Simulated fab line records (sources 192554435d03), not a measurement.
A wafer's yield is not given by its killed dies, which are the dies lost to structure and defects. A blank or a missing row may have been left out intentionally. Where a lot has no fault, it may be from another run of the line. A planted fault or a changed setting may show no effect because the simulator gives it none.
fab line records | flow n5_finfet
record: lots: 7 wafers: 19 last_day: 21
route steps=1938 shown BEOL_M10@1479 PASSIVATION@1936
lots that met no fault: from a run of the same line without faults
start_h: start of the lot's first displayed wafer, in hours after the record's first day | wait_h: hours elapsed since this lot's preceding step | " same as the row above | L1.1+2: several wafers, shown together as one row | - either no value or no given start | * or withheld: withheld | < > ~ a bound
route shown NAME@n: names a module that has steps shown in the file, with the first one's number in the route | usual: mean and standard deviation over wafers with no fault | same: alike in all rows | chamber/n: place in a boat | sites: readings site by site | _std_site: standard deviation across them | _edge_site: mean of outer sites minus mean of inner sites | radius_mm: how far each site lies from the wafer's centre | mask NAME#n: copy n | behind: the most recent tool/chamber to have shaped the wafer | hold: reason for holding the lot/hours on hold/outcome of the hold | device: names the non-switching transistor (n, p or np) | end of line: at the end of the route, the tests of the same wafers | where a step has no rows: the recipe by itself | killed: dies lost to structure and defects at the first sort, not the wafer's yield | map: per-die view of a wafer (x killed, . not killed, _ where there is no die)
set.NAME: the setting as run; set.NAME@STEP: as run at that earlier step | model.NAME: the simulator's own value behind a step, which no gauge read
a table for each step, a row for each wafer; lots at some steps of the route
services: the hour from which a tool's chamber was out of use, counted from the record's first day as start_h (under 0 if before that day), plus the number of hours and why
== steps ==
step: N5_BEOL_M10_SOFTBAKE_06
recipe: temp_c: 110 time_s: 60 resist: CAR-ArF
step: N5_BEOL_M10_EXPOSE_08
recipe: mask_id: M10 na: 1.35 source_shape: dipole sigma_inner: 0.411 sigma_outer: 0.611 polarization: te dose_mj: 53.75
step: N5_BEOL_M10_PEB_09
recipe: peb_temp_c: withheld peb_time_s: 60 resist: CAR-ArF
step: N5_BEOL_M10_DEVELOP_10
recipe: develop_time_s: 30 developer: TMAH resist: CAR-ArF rinse_liquid: diw dry: air_spin dev_temp_c: 23
step: N5_BEOL_M10_CD_MEAS_11
recipe: target_cd_nm: 64.1 landing_energy_ev: 500 detector: se_inlens polarity: opening
usual: cd_nm: 64.2/0.93
columns lot.wafer tool chamber start_h wait_h cd_nm
L688.1 cd_sem-02 0 333.00 - 64.6
L688.6 " 0 " " 65.5
L689.1 cd_sem-01 0 357.59 - 63.0
L689.6 " 0 " " 62.1
L693.1 cd_sem-02 0 366.88 - 64.1
L693.2 " 0 " " 64.9
L693.4 " 0 " " 64.1
L694.1 cd_sem-01 0 367.36 - 64.8
L694.3 " 0 " " 64.5
L694.5 " 0 " " 63.0
L697.2 cd_sem-01 0 409.43 - 64.0
L697.3 " 0 " " 65.2
L697.5 " 0 " " 64.8
L701.1 cd_sem-01 0 425.57 - 64.9
L701.5 " 0 " " 64.3
L701.6 " 0 " " 63.9
L700.1 cd_sem-01 0 454.46 - 64.7
L700.4 " 0 " " 65.0
L700.6 " 0 " " 63.5
step: N5_BEOL_M10_OVL_MEAS_12
recipe: points_per_wafer: 44
usual: M10_OVL: 0.3/0.8
columns lot.wafer tool chamber start_h wait_h M10_OVL[nm]
L688.1 overlay-01 0 333.03 0.0 0.8
L688.6 " 0 " " 0.6
L689.1 overlay-01 0 357.62 0.0 0.0
L689.6 " 0 " " 1.0
L693.1 overlay-01 0 366.91 0.0 0.2
L693.2 " 0 " " -0.8
L693.4 " 0 " " 0.6
L694.1 overlay-01 0 367.41 0.0 0.8
L694.3 " 0 " " 0.2
L694.5 " 0 " " 0.7
L697.2 overlay-01 0 409.46 0.0 -0.8
L697.3 " 0 " " -1.1
L697.5 " 0 " " -1.4
L701.1 overlay-01 0 425.60 0.0 0.9
L701.5 " 0 " " 2.6
L701.6 " 0 " " 0.5
L700.1 overlay-02 0 454.49 0.0 -0.2
L700.4 " 0 " " -0.5
L700.6 " 0 " " 0.9
step: N5_BEOL_M10_INSPECT_13
recipe: mode: adi inspect_instrument: brightfield
usual: raw_defect_count: 414/84
columns lot.wafer tool chamber start_h wait_h raw_defect_count
L688.1 defect_inspect-01 - 333.05 0.0 409
L688.6 " - " " 472
L689.1 defect_inspect-02 - 357.65 0.0 324
L689.6 " - " " 405
L693.1 defect_inspect-01 - 366.93 0.0 433
L693.2 " - " " 426
L693.4 " - " " 552
L694.1 defect_inspect-01 - 367.44 0.0 436
L694.3 " - " " 320
L694.5 " - " " 388
L697.2 defect_inspect-01 - 409.48 0.0 389
L697.3 " - " " 366
L697.5 " - " " 350
L701.1 defect_inspect-02 - 425.63 0.0 417
L701.5 " - " " 517
L701.6 " - " " 347
L700.1 defect_inspect-01 - 454.51 0.0 466
L700.4 " - " " 363
L700.6 " - " " 349
step: N5_BEOL_M10_DESCUM_16
recipe: chemistry: O2 time_s: 7.9 source_power_w: 50 bias_power_w: 20 pressure_mtorr: 20 rf_frequency_hz: 2.712e+07 temp_c: 40 resist: CAR-ArF o2_flow_sccm: 225
usual: drypump_motor_current_A: 5.6/0.54 oes_product_au: 0.80/0.08 rf_vpp_V: 243.0/1.2 showerhead_plenum_p_Torr: 2.08/0.064 throttle_valve_pct: 20.16/0.16
columns lot.wafer tool chamber start_h wait_h drypump_motor_current_A oes_product_au rf_hours_counter_h rf_vpp_V showerhead_plenum_p_Torr throttle_valve_pct
L688.1 rie_diel-04 1 333.09 0.0 6.3 0.81 90 242.9 2.09 20.35
L688.6 " 2 " " 4.9 0.70 - 242.3 2.06 19.98
L689.1 rie_diel-01 2 357.68 0.0 5.2 0.86 38 244.6 2.24 20.13
L689.6 " 2 " " 5.2 0.86 - 245.9 2.24 20.14
L693.1 rie_diel-01 1 367.06 0.1 5.1 0.69 234 244.2 2.16 20.52
L693.2 " 0 " " 5.5 1.03 0 242.8 2.07 20.16
L693.4 " 3 " " 5.7 0.77 131 241.9 2.02 20.12
L694.1 rie_diel-01 3 367.49 0.1 5.6 0.77 131 241.5 2.02 20.14
L694.3 " 2 " " 5.3 0.84 44 245.9 2.24 20.12
L694.5 " 3 " " 5.6 0.77 - 240.8 2.02 20.13
L697.2 rie_diel-04 1 409.52 0.0 6.4 0.78 117 243.5 2.08 20.40
L697.3 " 2 " " 4.9 0.68 224 242.4 2.05 20.01
L697.5 " 0 " " 5.7 0.86 - 242.4 2.04 20.00
L701.1 rie_diel-01 0 425.66 0.0 5.5 0.94 22 242.9 2.06 20.22
L701.5 " 2 " " 5.2 0.82 - 244.1 2.23 20.17
L701.6 " 0 " " 5.5 0.93 - 241.0 2.06 20.21
L700.1 rie_diel-04 0 454.65 0.1 5.7 0.83 67 242.2 2.03 20.03
L700.4 " 1 " " 6.3 0.76 131 243.1 2.08 20.42
L700.6 " 0 " " 5.7 0.83 - 243.3 2.03 20.03
step: N5_BEOL_M10_ETCH_61
recipe: chemistry: CF4 target: SiARC target_depth_a: 390 mask_material: CAR-ArF time_s: 65 ion_energy_ev: 80 pressure_mtorr: 40 source_w: 545 bias_w: 36 Ar_flow_sccm: 100 cf4_flow_sccm: 100 ends: cleared
usual: cf4_flow_sccm: 100.02/0.28 drypump_motor_current_A: 5.6/0.54 etch_rf_on_time_s: 65.8/2 oes_product_au: 0.68/0.071 rf_vpp_V: 183.9/1 showerhead_plenum_p_Torr: 2.14/0.053 throttle_valve_pct: 15.42/0.17
columns lot.wafer tool chamber start_h wait_h cf4_flow_sccm drypump_motor_current_A etch_rf_on_time_s oes_product_au rf_hours_counter_h rf_vpp_V showerhead_plenum_p_Torr throttle_valve_pct
L688.1 rie_diel-04 1 333.12 0.0 100.34 6.4 65.6 0.68 90 184.5 2.16 15.67
L688.6 " 2 " " 99.25 4.9 69.9 0.59 - 182.8 2.12 15.33
L689.1 rie_diel-01 2 357.71 0.0 99.66 5.2 63.9 0.74 38 186.1 2.28 15.19
L689.6 " 2 " " 99.87 5.2 63.6 0.75 - 185.1 2.28 15.20
L693.1 rie_diel-01 1 367.10 0.0 100.29 5.1 65.6 0.58 234 183.3 2.19 15.64
L693.2 " 0 " " 99.81 5.5 64.7 0.87 0 183.2 2.11 15.29
L693.4 " 3 " " 99.81 5.6 64.1 0.67 131 183.8 2.07 15.41
L694.1 rie_diel-01 3 367.53 0.0 100.21 5.6 64.9 0.67 131 182.3 2.07 15.41
L694.3 " 2 " " 100.08 5.2 62.9 0.75 44 186.1 2.28 15.20
L694.5 " 3 " " 99.81 5.6 64.6 0.66 - 184.3 2.07 15.40
L697.2 rie_diel-04 1 409.55 0.0 100.20 6.4 64.7 0.67 117 184.3 2.15 15.71
L697.3 " 2 " " 100.69 4.9 69.3 0.58 224 183.5 2.11 15.39
L697.5 " 0 " " 99.75 5.8 64.1 0.74 - 185.0 2.10 15.30
L701.1 rie_diel-01 0 425.70 0.0 99.79 5.5 66.0 0.78 22 183.6 2.11 15.34
L701.5 " 2 " " 100.31 5.2 63.2 0.72 - 185.7 2.27 15.25
L701.6 " 0 " " 99.86 5.5 65.3 0.79 - 183.6 2.11 15.34
L700.1 rie_diel-04 0 454.69 0.0 99.92 5.7 65.6 0.71 67 183.6 2.10 15.33
L700.4 " 1 " " 100.09 6.3 64.4 0.66 131 185.7 2.15 15.74
L700.6 " 0 " " 99.74 5.7 65.4 0.71 - 182.9 2.10 15.33
step: N5_BEOL_M10_ETCH_62
recipe: chemistry: N2/H2 target: SOC target_depth_a: 1100 overetch_a: 220 mask_material: SiARC temp_c: 40 time_s: 165 ion_energy_ev: 200 pressure_mtorr: 30 source_w: 840 bias_w: 150 n2_flow_sccm: 200 h2_flow_sccm: 200
usual: drypump_motor_current_A: 5.6/0.54 oes_product_au: 0.68/0.066 rf_vpp_V: 523.6/2 showerhead_plenum_p_Torr: 2.53/0.07 throttle_valve_pct: 17.58/0.24
columns lot.wafer tool chamber start_h wait_h drypump_motor_current_A oes_product_au rf_hours_counter_h rf_vpp_V showerhead_plenum_p_Torr throttle_valve_pct
L688.1 rie_diel-04 1 333.17 0.0 6.3 0.68 90 525.0 2.58 18.01
L688.6 " 2 " " 4.9 0.60 - 521.5 2.53 17.55
L689.1 rie_diel-01 2 357.76 0.0 5.2 0.73 39 529.0 2.69 17.24
L689.6 " 2 " " 5.2 0.74 - 528.5 2.69 17.26
L693.1 rie_diel-01 1 367.15 0.0 5.1 0.59 234 525.5 2.66 18.16
L693.2 " 0 " " 5.5 0.86 0 523.5 2.51 17.49
L693.4 " 3 " " 5.7 0.66 131 520.3 2.46 17.59
L694.1 rie_diel-01 3 367.58 0.0 5.6 0.66 131 521.5 2.46 17.58
L694.3 " 2 " " 5.2 0.72 44 528.8 2.69 17.25
L694.5 " 3 " " 5.6 0.66 - 521.8 2.46 17.58
L697.2 rie_diel-04 1 409.60 0.0 6.3 0.66 117 523.7 2.57 18.06
L697.3 " 2 " " 4.9 0.59 224 521.6 2.52 17.59
L697.5 " 0 " " 5.8 0.73 - 522.3 2.45 17.25
L701.1 rie_diel-01 0 425.75 0.0 5.5 0.78 22 522.0 2.50 17.52
L701.5 " 2 " " 5.3 0.70 - 528.9 2.68 17.31
L701.6 " 0 " " 5.5 0.78 - 522.7 2.50 17.52
L700.1 rie_diel-04 0 454.74 0.0 5.7 0.71 67 521.9 2.45 17.28
L700.4 " 1 " " 6.4 0.65 131 522.9 2.57 18.09
L700.6 " 0 " " 5.7 0.71 - 521.9 2.45 17.28
step: N5_BEOL_M10_STRIP_68
recipe: chemistry: N2/H2 temp_c: 40 n2_flow_sccm: 200 h2_flow_sccm: 200 rf_frequency_hz: 6e+07
step: N5_BEOL_M10_STRIP_67
recipe: chemistry: CF4 resist: SiARC power_w: 300 bias_power_w: 75 pressure_mtorr: 50 cf4_flow_sccm: 150 rf_frequency_hz: 6e+07
usual: cf4_flow_sccm: 150.0/0.44 drypump_motor_current_A: 5.6/0.54 oes_product_au: 0.80/0.076 rf_vpp_V: 271.0/1.4 showerhead_plenum_p_Torr: 1.79/0.042 throttle_valve_pct: 13.39/0.18
columns lot.wafer tool chamber start_h wait_h cf4_flow_sccm drypump_motor_current_A oes_product_au rf_hours_counter_h rf_vpp_V showerhead_plenum_p_Torr throttle_valve_pct
L688.1 rie_diel-04 1 333.32 0.0 149.2 6.4 0.81 90 270.2 1.80 13.57
L688.6 " 2 " " 149.7 4.9 0.71 - 272.0 1.77 13.30
L689.1 rie_diel-01 2 357.91 0.0 149.5 5.2 0.86 39 273.7 1.90 13.13
L689.6 " 2 " " 149.9 5.3 0.87 - 273.1 1.90 13.12
L693.1 rie_diel-01 1 367.30 0.0 150.6 5.0 0.69 234 272.6 1.82 13.63
L693.2 " 0 " " 150.2 5.5 1.01 0 270.2 1.77 13.24
L693.4 " 3 " " 149.8 5.6 0.78 131 271.1 1.74 13.43
L694.1 rie_diel-01 3 367.72 0.0 149.7 5.6 0.78 131 270.3 1.74 13.42
L694.3 " 2 " " 150.2 5.2 0.85 44 274.1 1.90 13.13
L694.5 " 3 " " 149.8 5.6 0.77 - 269.5 1.74 13.43
L697.2 rie_diel-04 1 409.75 0.0 150.3 6.4 0.78 117 270.9 1.79 13.63
L697.3 " 2 " " 150.5 4.9 0.70 224 270.2 1.76 13.36
L697.5 " 0 " " 150.6 5.8 0.86 - 270.7 1.75 13.21
L701.1 rie_diel-01 0 425.89 0.0 149.6 5.5 0.92 22 269.1 1.76 13.26
L701.5 " 2 " " 151.1 5.3 0.84 - 273.7 1.89 13.19
L701.6 " 0 " " 150.3 5.5 0.92 - 269.0 1.76 13.26
L700.1 rie_diel-04 0 454.88 0.0 150.0 5.7 0.83 67 270.9 1.74 13.24
L700.4 " 1 " " 149.2 6.3 0.77 131 273.2 1.79 13.68
L700.6 " 0 " " 149.9 5.7 0.84 - 268.4 1.74 13.24
step: N5_BEOL_M10_HM_OPEN_17
recipe: chemistry: Cl2/BCl3 target_depth_a: 200 overetch_a: 60 target: TiN mask_material: SOC ion_energy_ev: 150 pressure_mtorr: 10 icp_w: 1000 bias_w: 126 Cl2_flow_sccm: 53.25 bcl3_flow_sccm: 21.75 Ar_flow_sccm: 25
usual: drypump_motor_current_A: 5.79/0.25 mfc_cl2_sccm: 53.26/0.16 oes_product_au: 0.64/0.06 throttle_valve_pct: 22.14/0.26
columns lot.wafer tool chamber start_h wait_h drypump_motor_current_A mfc_cl2_sccm oes_product_au rf_hours_counter_h throttle_valve_pct model.SOC_of_BEOL_M10_COAT_59.thk_nm
L688.1 rie_metal-03 1 333.36 0.0 5.65 53.04 0.61 73 22.16 93
L688.6 " 1 " " 5.66 53.14 0.61 - 22.15 92
L689.1 rie_metal-03 0 357.95 0.0 5.72 53.29 0.63 55 21.86 92.8
L689.6 " 0 " " 5.74 53.26 0.63 - 21.84 91.8
L693.1 rie_metal-03 1 367.34 0.0 5.63 53.11 0.61 75 22.16 93.6
L693.2 " 0 " " 5.74 52.98 0.63 56 21.87 91.4
L693.4 " 0 " " 5.73 53.13 0.62 - 21.88 92.8
L694.1 rie_metal-02 0 367.76 0.0 6.16 53.34 0.57 89 22.65 92.2
L694.3 " 1 " " 6.03 53.15 0.74 - 22.30 92
L694.5 " 0 " " 6.16 53.43 0.57 - 22.64 92.4
L697.2 rie_metal-02 1 409.79 0.0 6.06 53.34 0.72 17 22.33 91.8
L697.3 " 1 " " 6.02 53.41 0.72 - 22.30 92.2
L697.5 " 1 " " 6.04 52.95 0.72 - 22.32 92
L701.1 rie_metal-03 1 425.93 0.0 5.70 53.13 0.60 81 22.16 92.2
L701.5 " 1 " " 5.67 53.34 0.61 - 22.17 92.4
L701.6 " 0 " " 5.77 53.07 0.62 - 21.87 91.8
L700.1 rie_metal-02 1 454.93 0.0 6.02 53.23 0.70 23 22.35 91.8
L700.4 " 1 " " 6.02 53.28 0.70 - 22.35 91.8
L700.6 " 1 " " 6.03 53.36 0.69 - 22.34 91.6
step: N5_BEOL_M10_STRIP_19
recipe: chemistry: O2 power_w: 400 temp_c: 40 pressure_mtorr: 30 rf_frequency_hz: 6e+07 bias_power_w: 0 overash_fraction: 0.2 o2_flow_sccm: 225
usual: drypump_motor_current_A: 5.5/0.47 oes_product_au: 0.80/0.083 rf_vpp_V: 3.6/0.64 showerhead_plenum_p_Torr: 2.10/0.072 throttle_valve_pct: 16.47/0.18
columns lot.wafer tool chamber start_h wait_h drypump_motor_current_A oes_product_au rf_hours_counter_h rf_vpp_V showerhead_plenum_p_Torr throttle_valve_pct
L688.1 rie_diel-01 3 333.84 0.4 5.6 0.78 116 4.0 2.03 16.40
L688.6 " 3 " " 5.6 0.78 - 3.3 2.03 16.41
L689.1 rie_diel-01 2 358.07 0.1 5.3 0.86 39 3.4 2.24 16.30
L689.6 " 1 " " 5.1 0.68 - 2.9 2.17 16.80
L693.1 rie_diel-04 1 367.45 0.1 6.3 0.79 102 3.9 2.09 16.65
L693.2 " 3 " " 6.5 0.92 17 4.9 2.16 16.35
L693.4 " 1 " " 6.4 0.79 - 4.9 2.09 16.66
L694.1 rie_diel-05 1 367.87 0.1 6.4 0.80 97 3.4 2.02 16.32
L694.3 " 0 " " 5.3 0.75 163 2.9 2.08 16.57
L694.5 " 2 " " 5.4 0.71 - 3.0 2.07 16.38
L697.2 rie_diel-01 2 409.90 0.1 5.2 0.82 60 3.4 2.24 16.35
L697.3 " 1 " " 5.0 0.66 249 3.8 2.16 16.83
L697.5 " 3 " " 5.6 0.76 - 3.1 2.02 16.47
L701.1 rie_diel-01 2 426.04 0.1 5.3 0.81 66 3.1 2.23 16.38
L701.5 " 3 " " 5.6 0.75 - 2.5 2.01 16.46
L701.6 " 2 " " 5.2 0.81 - 3.5 2.23 16.36
L700.1 rie_diel-01 3 455.04 0.1 5.6 0.74 164 3.5 2.01 16.48
L700.4 " 1 " " 5.1 0.93 4 4.5 2.16 16.40
L700.6 " 3 " " 5.6 0.74 - 2.9 2.01 16.47
step: N5_PASSIVATION_PROBE_49
usual: defect_limited_yield: 91.4/1.4 killed_at_M0_to_M3: 34/9.1 killed_at_M4_up: 14/5.2 killed_at_contacts: 12/6.4 killed_at_front_end: 38/11 killed_at_other: 3.7/2.8 killed_dies: 102/17 killed_open: 68/13 killed_short: 32/7.8 sort_bin_5_function: 5.1/1 sort_bin_6_memory: 3.2/0.66 sort_bin_8_speed: 0.1/0.92 sort_n_pass: 1076/19 sort_yield_pct: 91.2/1.6
same: gross_dies: 1180 killed_at_back_side: 0 sort_bin_4_leakage[%]: 0
columns lot.wafer tool chamber start_h wait_h defect_limited_yield[%] killed_at_M0_to_M3 killed_at_M4_up killed_at_contacts killed_at_front_end killed_at_other killed_dies killed_open killed_short sort_bin_5_function[%] sort_bin_6_memory[%] sort_bin_8_speed[%] sort_n_pass sort_yield_pct[%]
L688.1 prober-02 - 394.22 0.0 90.5 29 28 7 47 1 112 58 54 6.0 3.0 0 1068 90.5
L688.6 prober-02 - 394.47 0.3 91.2 33 22 8 38 3 104 78 26 5.1 3.5 0 1076 91.2
L701.1 prober-02 - 478.26 0.0 90.7 39 15 13 42 1 110 80 28 6.1 3.1 0 1070 90.7
L701.5 prober-02 - 478.46 0.2 89.7 48 12 22 32 7 121 85 36 5.8 4.2 0 1059 89.7
L701.6 prober-02 - 478.51 0.3 91.9 28 17 9 28 13 95 69 24 5.1 3.0 0 1085 91.9
killed by level:class
L688.1 FIN_SAQP:geometric_particle:short=21 BEOL_M4:geometric_particle:open=12 FIN_SAQP:geometric_particle:open=6 DUMMY_GATE:geometric_particle:open=6 BEOL_M1:geometric_particle:open=6 BEOL_M0_SAQP:geometric_particle:short=5 MOL_CONTACT_COAG:geometric_particle:short=4 BEOL_M0_SAQP:geometric_particle:open=4
L688.6 FIN_SAQP:geometric_particle:open=18 BEOL_M4:geometric_particle:open=11 BEOL_M0:geometric_particle:open=7 MOL_CONTACT_COAG:geometric_particle:open=5 BEOL_M0_SAQP:geometric_particle:short=5 BEOL_M0_SAQP:geometric_particle:open=5 STI_FIN_REVEAL:geometric_particle:open=4 BEOL_M1:geometric_particle:open=4
L701.1 STI_FIN_REVEAL:geometric_particle:open=17 MOL_CONTACT_COAG:geometric_particle:open=11 BEOL_M0_SAQP:geometric_particle:open=10 BEOL_M4:geometric_particle:open=8 BEOL_M2:geometric_particle:open=7 BEOL_M0_SAQP:geometric_particle:short=6 BEOL_M3:geometric_particle:open=6 FIN_SAQP:geometric_particle:open=5
L701.5 MOL_CONTACT_COAG:geometric_particle:open=18 STI_FIN_REVEAL:geometric_particle:open=12 BEOL_M0_SAQP:geometric_particle:open=12 BEOL_M0_SAQP:geometric_particle:short=11 BEOL_M2:geometric_particle:open=10 BEOL_M1:geometric_particle:open=8 BEOL_M4:geometric_particle:open=5 MOL_CONTACT_COAG:geometric_particle:short=4
L701.6 BEOL_M2:geometric_particle:open=12 STI_FIN_REVEAL:geometric_particle:open=10 MOL_CONTACT_COAG:geometric_particle:open=8 BEOL_M4:geometric_particle:open=6 MIM_TOP_ETCH:geometric_particle:open=5 FIN_SAQP:geometric_particle:open=4 BEOL_M0_SAQP:geometric_particle:short=4 BEOL_M3:geometric_particle:open=4
== services ==
columns tool chamber start_h hours kind
rie_metal-03 - 319.56 0.5 repair
rie_metal-02 - 338.13 0.9 repair
rie_diel-01 0 346.66 - clean
rie_diel-01 0 346.66 - consumable_replace:focus_ring
rie_diel-01 0 346.66 20.2 scheduled_down
rie_diel-01 0 346.66 20.2 vent_cycle
rie_diel-04 2 364.60 12.6 repair
rie_diel-01 3 395.29 4.1 repair
rie_diel-01 1 413.20 - clean
rie_diel-01 1 413.20 - consumable_replace:focus_ring
rie_diel-01 1 413.20 28.5 scheduled_down
rie_diel-01 1 413.20 28.5 vent_cycle
rie_metal-02 0 413.65 - clean
rie_metal-02 0 413.65 19.9 scheduled_down
rie_metal-02 0 413.65 19.9 vent_cycle
rie_diel-05 0 417.32 6.0 repair
rie_diel-04 1 448.62 4.0 repair
== key ==
first_sign none at tools or gauges
model_effect: step: N5_BEOL_M10_HM_OPEN_17 value: SOC_of_BEOL_M10_COAT_59.thk_nm without: 91.85 struck: 93.05
met_at N5_BEOL_M10_HM_OPEN_17
struck_wafers L688.1,L689.1,L693.1,L693.4
fault: kind: process_parameter_drift tool: rie_metal-03 chamber: - onset_h: 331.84 steps: N5_BEOL_M10_HM_OPEN_17 channel: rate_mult offset: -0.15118 shape: step end_h: 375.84 scope: struck_wafers_only
